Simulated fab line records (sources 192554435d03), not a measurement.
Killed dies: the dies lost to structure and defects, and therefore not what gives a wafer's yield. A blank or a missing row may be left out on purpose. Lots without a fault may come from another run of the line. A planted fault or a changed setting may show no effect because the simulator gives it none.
Matching of chambers / flow n5_finfet / rie_si-01 running N5_FIN_SAQP_ETCH_65: 4 sister chambers
The step etches SiO2 in CF4, target depth 4 nm, time 4.4 s. 4 wafers are shown with their chamber, then 8 later ones without.

== EACH WAFER AND ITS CHAMBER ==
wafer=L086.1; chamber=2; drypump_motor_current_A (A)=5.78
wafer=L086.6; chamber=1; drypump_motor_current_A (A)=5.48
wafer=L088.6; chamber=3; drypump_motor_current_A (A)=5.38
wafer=L093.1; chamber=0; drypump_motor_current_A (A)=5.72

== WAFERS MISSING THEIR CHAMBER ==
wafer=L093.4; drypump_motor_current_A (A)=5.40
wafer=L093.5; drypump_motor_current_A (A)=5.72
wafer=L095.1; drypump_motor_current_A (A)=5.73
wafer=L095.2; drypump_motor_current_A (A)=5.38
wafer=L095.4; drypump_motor_current_A (A)=5.51
wafer=L096.2; drypump_motor_current_A (A)=5.39
wafer=L096.3; drypump_motor_current_A (A)=5.74
wafer=L096.5; drypump_motor_current_A (A)=5.37

== CHAMBER TAKEN BY EACH ==
wafer=L093.4; from the rows above=3; in truth=3
wafer=L093.5; from the rows above=0; in truth=0
wafer=L095.1; from the rows above=0; in truth=0
wafer=L095.2; from the rows above=3; in truth=3
wafer=L095.4; from the rows above=1; in truth=1
wafer=L096.2; from the rows above=3; in truth=3
wafer=L096.3; from the rows above=can't be placed: 0 or 2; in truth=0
wafer=L096.5; from the rows above=3; in truth=3
Correctly placed: 7 of 8. From these rows, 1 cannot be placed; in 1 the true chamber is one of the candidates. Wrongly placed: 0.
How it was worked out, from the rows above alone: a wafer's distance from a chamber is the root of the sum, over the readings, of the square of ((its reading less the chamber's mean) divided by the reading's scatter). If the next closest chamber is less than 2 further off than the closest, the wafer can't be placed; otherwise it belongs to the closest. A chamber's mean is the mean of its shown wafers. The scatter: with one shown wafer a chamber, the root of the mean of the squares of how far each hidden wafer lies from its nearest shown one.
